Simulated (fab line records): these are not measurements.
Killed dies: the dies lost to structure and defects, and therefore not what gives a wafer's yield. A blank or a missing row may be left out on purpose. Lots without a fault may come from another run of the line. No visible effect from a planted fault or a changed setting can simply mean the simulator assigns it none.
fab line records	flow nandHarc
[record] lots = 5	wafers = 13	lastDay = 23
route steps=1159 shown A_STAIRCASE@641 END@1159
lots with no fault: from the same line, run without faults
startH: the number of hours between the record's first day and the start of the first shown wafer of the lot	waitH: hours since the lot's step before	" identical to the entry in the row above	L1.1+2: a single row standing in for several wafers	- no value, or no start was given	* or withheld: withheld	< > ~ a bound
route shown NAME@n: a module of which the file shows steps, and the number in the route of the first	usual: the fault-free wafers' mean and standard deviation	same: alike in all rows	chamber/n: place in a boat	sites: each site's reading	_std_site: standard deviation across them	_edge_site: the outer-site mean with the inner-site mean subtracted	radiusMm: for every site, how far away it sits from the centre of the wafer	mask NAME#n: copy n	behind: the most recent tool/chamber to have shaped the wafer	hold: cause of the lot's hold/its duration in hours/its outcome	device: the n, p or np transistor that did not switch	end of line: the same wafers' tests at the end of the route	a step with no rows: only its recipe	killed: dies that structure and defects cost at the first sort, which is not the same as the wafer's yield	map: per-die view of a wafer (x killed, . not killed, _ where there is no die)
set.NAME: the setting as run; set.NAME@STEP: as run at that earlier step	model.NAME: the simulator's own value behind a step, which no gauge read
lots at some steps of the route; a table a step, a row a wafer
services: when a tool's chamber went out of use (startH, in hours from the record's first day, below 0 if earlier), for how many hours, and the reason
[[steps]]
[step NHARC_A_STAIRCASE_EXPOSE_247]
[recipe] na = 0.5	doseMj = 25.34	maskId = SDS_1
[step NHARC_A_STAIRCASE_PEB_248]
[recipe] pebTempC = 115	pebTimeS = 130
[step NHARC_A_STAIRCASE_DEVELOP_249]
[recipe] timeS = 140
[step NHARC_A_STAIRCASE_HARDBAKE_251]
[recipe] tempC = 120	timeS = 140
[step NHARC_A_STAIRCASE_DESCUM_252]
[recipe] timeS = 3	o2FlowSccm = 200	arFlowSccm = 0	biasPowerW = 0	chemistry = O2
[usual] drypumpMotorCurrentA = 5.8/0.33	oesProductAu = 0.998/0.0071	rfVppV = 57.9/0.87	showerheadPlenumPTorr = 1.94/0.078	throttleValvePct = 11.310/0.009
[same] biasPowerW = 0	timeS = 3
lot.wafer	tool	chamber	startH	waitH	drypumpMotorCurrentA	oesProductAu	rfHoursCounterH	rfVppV	showerheadPlenumPTorr	throttleValvePct
L142.3	rieDiel-13	0	303.11	-	5.9	0.995	7	58.5	2.07	11.299
L142.2	"	1	"	"	6.2	0.998	8	57.9	1.86	11.321
L142.1	"	2	"	"	5.7	1.010	8	58.3	1.93	11.305
L145.1	rieDiel-08	2	321.88	-	5.6	0.994	5	57.8	1.82	11.310
L145.3	"	3	"	"	5.7	1.010	5	57.3	1.86	11.312
L145.4	"	2	"	"	5.6	0.998	-	57.4	1.82	11.312
L146.2	rieDiel-05	3	339.60	-	6.2	0.992	61	58.6	1.93	11.318
L146.3	"	0	"	"	6.1	1.015	58	58.5	2.03	11.310
L146.5	"	0	"	"	6.1	1.009	-	57.7	2.03	11.307
L154.2	rieDiel-08	2	363.00	-	5.6	0.995	20	58.0	1.81	11.320
L154.4	"	3	"	"	5.7	1.000	20	58.7	1.85	11.306
L154.3	"	1	"	"	5.2	0.979	21	58.2	1.96	11.317
L153.2	rieDiel-13	3	366.93	-	6.4	0.990	34	58.0	1.98	11.309
[step NHARC_A_STAIRCASE_ETCH_253]
[recipe] targetDepthA = 500	timeS = 20.2	ionEnergyEv = 400	c4f8FlowSccm = 20	o2FlowSccm = 10	arFlowSccm = withheld	rfW = 600	biasW = 1000	chemistry = C4F8/O2
[step NHARC_A_STAIRCASE_STRIP_254]
[recipe] powerW = 1500	tempC = 250	chemistry = O2
[step NHARC_A_STAIRCASE_STRIP_255]
[recipe] timeS = 900	tempC = 130	chemistry = SPM
[step NHARC_A_STAIRCASE_PRECLEAN_256]
[recipe] timeS = *	tempC = 50	bathAgeMin = 0	chemistry = SC1
[step NHARC_A_STAIRCASE_SRD_257]
[step NHARC_A_STAIRCASE_HM_DEP_456]
[recipe] targetThkA = 15000	tempC = 400	material = aC
[step NHARC_A_STAIRCASE_DEP_259]
[recipe] targetThkA = 300	targetThkNm = 30	tempC = 400	pressureTorr = 3.5	flowSccm = 200	rfW = 350	material = SiON
[usual] heaterPowerW = 753/96	rfFwdPowerW = 348.6/1.3
lot.wafer	tool	chamber	startH	waitH	heaterPowerW	rfFwdPowerW
L142.2	pecvd-02	1	308.77	1.3	770	349.5
L142.3	"	2	"	"	743	348.9
L142.1	"	0	"	"	775	347.8
L145.1	pecvd-03	1	324.80	1.6	757	348.3
L145.3	"	2	"	"	835	348.9
L145.4	"	2	"	"	834	349.0
L146.2	pecvd-03	0	342.85	1.6	664	346.7
L146.3	"	2	"	"	893	349.8
L146.5	"	1	"	"	773	349.0
L154.3	pecvd-02	0	366.14	1.0	830	350.4
L154.2	"	1	"	"	685	347.6
L154.4	"	2	"	"	787	348.3
L153.2	pecvd-03	1	370.54	1.3	824	348.8
[step NHARC_A_STAIRCASE_DEHYDRATE_281]
[recipe] tempC = 150	timeS = 120
[step NHARC_A_STAIRCASE_HMDS_282]
[recipe] timeS = 30
[step NHARC_A_STAIRCASE_COAT_283]
[recipe] spinRpm = 1200
[step NHARC_A_STAIRCASE_SOFTBAKE_284]
[recipe] tempC = 135	timeS = 170
[step NHARC_A_STAIRCASE_EBR_285]
[step NHARC_A_STAIRCASE_EXPOSE_286]
[recipe] na = 0.5	doseMj = 25.01	maskId = CHOP_100
[step NHARC_A_STAIRCASE_PEB_287]
[recipe] pebTempC = 115	pebTimeS = 130
[step NHARC_A_STAIRCASE_DEVELOP_288]
[recipe] timeS = 140
[step NHARC_A_STAIRCASE_HARDBAKE_290]
[recipe] tempC = 120	timeS = 140
[step NHARC_A_STAIRCASE_DESCUM_291]
[recipe] timeS = 3	o2FlowSccm = 200	arFlowSccm = 0	biasPowerW = 0	chemistry = O2
[step NHARC_A_STAIRCASE_ETCH_292]
[recipe] cf4FlowSccm = 100	chf3FlowSccm = 30	arFlowSccm = 0	rfW = 500	biasW = 200	chemistry = CF4/CHF3
[usual] drypumpMotorCurrentA = 5.8/0.36	oesProductAu = 0.951/0.021	rfFwdPowerW = 497.3/1.6	rfVppV = 371.2/2.2	showerheadPlenumPTorr = 1.59/0.06	throttleValvePct = 16.803/0.0083
lot.wafer	tool	chamber	startH	waitH	drypumpMotorCurrentA	oesProductAu	rfFwdPowerW	rfHoursCounterH	rfVppV	showerheadPlenumPTorr	throttleValvePct
L142.2	rieDiel-13	0	310.15	0.4	5.9	0.917	500.1	9	374.4	1.70	16.807
L142.1	"	1	"	"	6.2	0.919	494.8	10	369.4	1.53	16.820
L142.3	"	2	"	"	5.8	0.929	498.3	11	372.3	1.59	16.803
L145.3	rieDiel-08	0	325.92	0.1	6.0	0.963	497.2	5	372.2	1.64	16.807
L145.1	"	1	"	"	5.2	0.950	494.8	5	371.8	1.61	16.804
L145.4	"	2	"	"	5.6	0.959	496.4	-	368.8	1.50	16.802
L146.3	rieDiel-13	2	343.78	0.1	5.8	0.950	499.4	20	370.2	1.58	16.791
L146.2	"	1	"	"	6.2	0.960	498.3	24	369.8	1.53	16.801
L146.5	"	2	"	"	5.8	0.966	500.5	-	371.4	1.58	16.798
L154.3	rieDiel-08	1	367.18	0.1	5.2	0.975	494.3	21	371.9	1.61	16.809
L154.4	"	2	"	"	5.6	0.982	495.0	21	368.6	1.50	16.808
L154.2	"	3	"	"	5.7	0.959	499.8	21	367.9	1.53	16.812
L153.2	rieDiel-08	2	371.55	0.1	5.6	0.950	500.5	24	368.7	1.49	16.788
[step NHARC_A_STAIRCASE_HM_OPEN_460]
[recipe] o2FlowSccm = 400	cosFlowSccm = 20	arFlowSccm = 0	rfW = 500	biasW = 300	chemistry = O2/COS
[usual] cosFlowSccm = 20.01/0.063	drypumpMotorCurrentA = 5.8/0.35	oesProductAu = 0.997/0.0072	rfFwdPowerW = 499.0/1.5	rfVppV = 468.0/2.7	showerheadPlenumPTorr = 3.17/0.12	throttleValvePct = 28.330/0.0089
lot.wafer	tool	chamber	startH	waitH	cosFlowSccm	drypumpMotorCurrentA	oesProductAu	rfFwdPowerW	rfHoursCounterH	rfVppV	showerheadPlenumPTorr	throttleValvePct
L142.2	rieDiel-13	0	-	-	20.01	5.9	0.997	500.0	11	472.2	3.37	28.335
L142.3	"	1	"	"	20.02	6.2	1.007	496.4	11	464.3	3.04	28.344
L142.1	"	2	"	"	19.93	5.8	1.010	497.2	12	467.0	3.15	28.335
L145.1	rieDiel-08	0	-	-	20.08	6.0	0.999	496.9	5	469.8	3.24	28.322
L145.3	"	2	"	"	20.03	5.6	0.996	498.8	5	463.7	2.97	28.311
L145.4	"	0	"	"	20.12	6.0	0.999	497.6	-	471.4	3.24	28.345
L146.2	rieDiel-13	1	-	-	19.99	6.2	1.004	498.3	24	464.0	3.03	28.340
L146.3	"	2	"	"	20.13	5.8	0.997	499.9	20	468.5	3.14	28.324
L146.5	"	3	"	"	20.02	6.4	0.998	498.5	-	468.9	3.22	28.335
L154.4	rieDiel-08	1	-	-	19.90	5.2	0.983	501.3	21	468.3	3.19	28.325
L154.3	"	2	"	"	19.98	5.6	1.001	497.7	21	463.9	2.97	28.333
L154.2	"	3	"	"	19.99	5.7	0.994	498.5	21	467.0	3.03	28.340
L153.2	rieDiel-08	2	-	-	20.07	5.6	0.983	500.1	24	464.0	2.97	28.332
[step NHARC_A_STAIRCASE_STRIP_461]
[recipe] o2FlowSccm = 400	cosFlowSccm = 20	arFlowSccm = 0	biasW = 0	chemistry = O2/COS
[step NHARC_A_STAIRCASE_ETCH_452]
[recipe] targetDepthA = 300	overetchA = 30	timeS = 16.5	ionEnergyEv = 100	cf4FlowSccm = 80	o2FlowSccm = 20	arFlowSccm = 0	rfW = 300	biasW = 100	chemistry = CF4/O2
[usual] drypumpMotorCurrentA = 5.8/0.34	oesProductAu = 0.998/0.007	rfFwdPowerW = 294.1/1.4	rfVppV = 198.0/1.5	showerheadPlenumPTorr = 1.35/0.054	throttleValvePct = 13.396/0.0094
[same] timeS = 16.5
lot.wafer	tool	chamber	startH	waitH	drypumpMotorCurrentA	oesProductAu	rfFwdPowerW	rfHoursCounterH	rfVppV	showerheadPlenumPTorr	throttleValvePct
L142.2	rieDiel-13	0	-	-	5.8	1.003	294.9	12	198.9	1.44	13.405
L142.3	"	2	"	"	5.8	1.001	294.1	12	199.1	1.35	13.393
L142.1	"	3	"	"	6.3	0.995	293.2	12	199.1	1.38	13.408
L145.1	rieDiel-08	0	-	-	6.0	1.014	292.7	5	199.6	1.39	13.396
L145.3	"	1	"	"	5.1	0.999	291.5	5	198.8	1.37	13.391
L145.4	"	0	"	"	6.0	0.996	291.7	-	196.2	1.39	13.406
L146.2	rieDiel-13	2	-	-	5.8	1.009	293.7	20	197.6	1.34	13.389
L146.3	"	3	"	"	6.3	0.999	293.1	24	198.8	1.38	13.383
L146.5	"	0	"	"	5.9	0.997	295.8	-	200.1	1.44	13.393
L154.3	rieDiel-08	3	-	-	5.7	0.997	294.0	21	196.7	1.29	13.398
L154.4	"	0	"	"	6.0	0.997	293.0	23	197.8	1.39	13.402
L154.2	"	2	"	"	5.6	0.992	294.4	21	195.8	1.27	13.393
L153.2	rieDiel-08	0	-	-	6.0	0.990	293.5	24	199.3	1.39	13.401
[step NHARC_A_STAIRCASE_ETCH_294]
[recipe] targetDepthA = 49920	timeS = 1212.4	ionEnergyEv = 800	c4f8FlowSccm = 80	o2FlowSccm = 60	arFlowSccm = withheld	rfW = 600	biasW = 3000	chemistry = C4F8/O2/Ar
[step NHARC_A_STAIRCASE_STRIP_295]
[recipe] o2FlowSccm = 500	arFlowSccm = 0	biasW = 0	chemistry = O2
[step NHARC_A_STAIRCASE_STRIP_296]
[recipe] timeS = 900	tempC = 130	chemistry = SPM
[step NHARC_A_STAIRCASE_PRECLEAN_297]
[recipe] timeS = *	tempC = 50	bathAgeMin = 0	chemistry = SC1
[step NHARC_A_STAIRCASE_SRD_298]
[step NHARC_A_STAIRCASE_HM_DEP_462]
[recipe] targetThkA = 8000	tempC = 400	material = aC
[usual] throttleValvePct = 35.000/0.0093
lot.wafer	tool	chamber	startH	waitH	throttleValvePct
L142.1	aclDep-03	0	313.96	0.1	35.011
L142.2	"	0	"	"	35.002
L142.3	"	0	"	"	34.999
L145.1	aclDep-02	0	328.46	0.1	34.991
L145.3	"	0	"	"	35.010
L145.4	"	0	"	"	35.003
L146.2	aclDep-03	0	347.51	1.5	35.004
L146.3	"	0	"	"	34.994
L146.5	"	0	"	"	34.987
L154.2	aclDep-01	0	371.13	1.9	34.994
L154.3	"	0	"	"	34.982
L154.4	"	0	"	"	35.001
L153.2	aclDep-02	0	375.43	1.8	34.986
[step NHARC_A_STAIRCASE_DEP_301]
[recipe] targetThkA = 300	targetThkNm = 30	tempC = 400	pressureTorr = 3.5	flowSccm = 200	rfW = 350	material = SiON
[step NHARC_A_STAIRCASE_DEHYDRATE_302]
[recipe] tempC = 150	timeS = 120
[step NHARC_A_STAIRCASE_HMDS_303]
[recipe] timeS = 30
[step NHARC_A_STAIRCASE_COAT_304]
[recipe] spinRpm = 1200
[step NHARC_A_STAIRCASE_SOFTBAKE_305]
[recipe] tempC = 135	timeS = 170
[step NHARC_A_STAIRCASE_EBR_306]
[step NHARC_A_STAIRCASE_EXPOSE_307]
[recipe] na = 0.5	doseMj = 45.72	maskId = CHOP_50
[step NHARC_END_SORT_01]
[recipe] tempC = 25
[usual] killedAtArray = 31/12	killedAtOther = 0.6/0.85	killedAtPeriphery = 3.0/2.3	killedDies = 35/12	killedOpen = 3.2/1.9	killedShort = 1.8/1.4
[same] grossDies = 677
lot.wafer	tool	chamber	startH	waitH	killedAtArray	killedAtOther	killedAtPeriphery	killedDies	killedOpen	killedShort
L146.2	prober-02	0	542.31	2.8	33	0	2	35	3	0
L153.2	prober-01	0	552.35	2.8	670	0	7	677	6	3
// killed by level:class
L146.2 A_SLIT:chamberFilmFlake=19 A_CONTACT:chamberFilmFlake=5 A_STAIRCASE:chamberFilmFlake=4 A_CHANNEL_HOLE_D1:chamberFilmFlake=2 P_M0:geometricParticle:open=1 P_M2:geometricParticle:open=1 A_ONON_D1:geometricParticle:open=1 A_ZERO_WELL:chamberFilmFlake=1
L153.2 A_STAIRCASE:areaEtch=628 A_CHANNEL_HOLE_D1:chamberFilmFlake=16 A_SLIT:chamberFilmFlake=16 A_CONTACT:chamberFilmFlake=4 P_M0:chamberFilmFlake=3 A_ONON_D1:geometricParticle:open=2 A_M0:geometricParticle:open=2 P_GATE:geometricParticle:open=1
// map L153.2 (x killed, . not)
____________x____________
_________xxxxxxx_________
_______xxxxxxxxxxx_______
______xxxxxxxxxxxxx______
_____xxxxxxxxxxxxxxx_____
____xxxxxxxxxxxxxxxxx____
____xxxxxxxxxxxxxxxxx____
___xxxxxxxxxxxxxxxxxxx___
___xxxxxxxxxxxxxxxxxxx___
__xxxxxxxxxxxxxxxxxxxxx__
__xxxxxxxxxxxxxxxxxxxxx__
_xxxxxxxxxxxxxxxxxxxxxxx_
_xxxxxxxxxxxxxxxxxxxxxxx_
_xxxxxxxxxxxxxxxxxxxxxxx_
_xxxxxxxxxxxxxxxxxxxxxxx_
_xxxxxxxxxxxxxxxxxxxxxxx_
xxxxxxxxxxxxxxxxxxxxxxxxx
xxxxxxxxxxxxxxxxxxxxxxxxx
xxxxxxxxxxxxxxxxxxxxxxxxx
xxxxxxxxxxxxxxxxxxxxxxxxx
xxxxxxxxxxxxxxxxxxxxxxxxx
_xxxxxxxxxxxxxxxxxxxxxxx_
_xxxxxxxxxxxxxxxxxxxxxxx_
_xxxxxxxxxxxxxxxxxxxxxxx_
_xxxxxxxxxxxxxxxxxxxxxxx_
_xxxxxxxxxxxxxxxxxxxxxxx_
__xxxxxxxxxxxxxxxxxxxxx__
__xxxxxxxxxxxxxxxxxxxxx__
___xxxxxxxxxxxxxxxxxxx___
___xxxxxxxxxxxxxxxxxxx___
____xxxxxxxxxxxxxxxxx____
____xxxxxxxxxxxxxxxxx____
_____xxxxxxxxxxxxxxx_____
______xxxxxxxxxxxxx______
_______xxxxxxxxxxx_______
_________xxxxxxx_________
____________x____________
// map L146.3 (x killed, . not)
____________.____________
_________......._________
_______......x...._______
______.............______
_____..............._____
____.......x.........____
____.................____
___...................___
___.......xx..........___
__.............x.......__
__.....................__
_..........xx..........._
_..........xx..........._
_................x.x...._
_..............xxxxx...._
_............x.x........_
.................x.......
..............x...xx.....
................x........
..............xx.........
..............x..........
_...xxx................._
_.x....................._
_.x...............x....x_
_......................._
_......................._
__.....................__
__...................x.__
___..x................___
___...................___
____.................____
____.................____
_____..............._____
______...x.........______
_______..........._______
_________......._________
____________.____________
[[services]]
tool	chamber	startH	hours	kind
rieDiel-08	0	281.61	-	clean
rieDiel-08	1	281.61	-	clean
rieDiel-08	2	281.61	-	clean
rieDiel-08	3	281.61	-	clean
pecvd-03	-	288.20	2.5	repair
pecvd-03	-	292.00	13.0	pm
aclDep-01	-	293.03	13.0	pm
rieDiel-08	-	302.18	9.0	pm
rieDiel-08	0	302.18	9.0	ventCycle
rieDiel-08	1	302.18	9.0	ventCycle
rieDiel-08	2	302.18	9.0	ventCycle
rieDiel-08	3	302.18	9.0	ventCycle
rieDiel-08	0	311.18	-	clean
rieDiel-08	1	311.18	-	clean
rieDiel-08	2	311.18	-	clean
rieDiel-08	3	311.18	-	clean
pecvd-02	1	318.95	13.3	repair
rieDiel-08	3	325.44	4.3	repair
pecvd-02	-	334.89	13.0	pm
rieDiel-08	0	335.70	-	clean
rieDiel-08	1	335.70	-	clean
rieDiel-05	-	341.54	9.0	pm
aclDep-02	-	349.28	13.0	pm
rieDiel-05	2	373.55	2.0	repair
[[key]]
[firstSign] step = NHARC_END_SORT_01	reading = killedDies	direction = up	sigmas = 56	usual = 35	struck = 677
[effect] step = NHARC_END_SORT_01	reading = killedAtArray	direction = up	sigmas = 54	usual = 31	struck = 670
metAt NHARC_A_STAIRCASE_DEP_259
struckWafers L153.2
laterRowsLeftOut L153.2
testerLeftOut L153
onsetBetween 342.85 370.54
[earlierFault] kind = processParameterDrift	tool = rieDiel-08	chamber = 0	onsetH = 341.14	steps = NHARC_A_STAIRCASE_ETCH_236	channel = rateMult	offset = 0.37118	shape = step	endH = 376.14
[fault] kind = processParameterDrift	tool = pecvd-03	chamber = -	onsetH = 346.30	steps = NHARC_A_STAIRCASE_DEP_259	channel = targetThkNm	offset = 9.2573	shape = step	actsIn = theseRecipesOnly	stated = 30
// testerLeftOut: of these lots the tester's yield and bins aren't shown, on N5 and GAA mostly nor the transistor test; their killed dies are dies lost to structure and defects alone, not to doping, threshold or leakage, so they don't give the yield
// laterRowsLeftOut: the simulator's readings of these wafers behind a module that went badly wrong aren't trusted and aren't shown, but for the sort
